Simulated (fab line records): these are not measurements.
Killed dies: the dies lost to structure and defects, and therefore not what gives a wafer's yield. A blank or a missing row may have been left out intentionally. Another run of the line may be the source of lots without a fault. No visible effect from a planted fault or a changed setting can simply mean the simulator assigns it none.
Chamber matching ; flow n5_finfet ; N5_DUMMY_GATE_STRIP_41 on rie_diel-06: 4 sister chambers
The step strips in O2. 4 wafers are shown with their chamber, then 9 later ones without.

## WAFERS PAIRED WITH THEIR CHAMBERS
wafer;chamber;showerhead_plenum_p_Torr (Torr)
L077.5;0;2.13
L086.4;2;2.24
L087.4;3;1.93
L087.5;1;2.08

## WAFERS WITH NO CHAMBER GIVEN
wafer;showerhead_plenum_p_Torr (Torr)
L090.4;2.13
L090.5;2.07
L090.6;2.24
L092.2;2.07
L092.4;1.93
L092.5;2.24
L093.1;2.24
L093.5;1.93
L093.6;2.12

## CHAMBER TAKEN BY EACH
wafer;from the rows above;in truth
L090.4;0;0
L090.5;1;1
L090.6;2;2
L092.2;1;1
L092.4;3;3
L092.5;2;2
L093.1;2;2
L093.5;3;3
L093.6;0;0
Correct placement for 9 of the 9. Not placeable from these rows: 0. Placed wrongly: 0.
How it was worked out, from the rows above alone: a wafer's distance from a chamber is the root of the sum, over the readings, of the square of ((its reading less the chamber's mean) divided by the reading's scatter). The wafer belongs to the nearest chamber; if the next one is less than 2 further off, it can't be placed. A chamber's mean is the mean of its shown wafers. The scatter: root of mean squared gap, hidden wafer to nearest shown wafer, with one shown wafer a chamber.
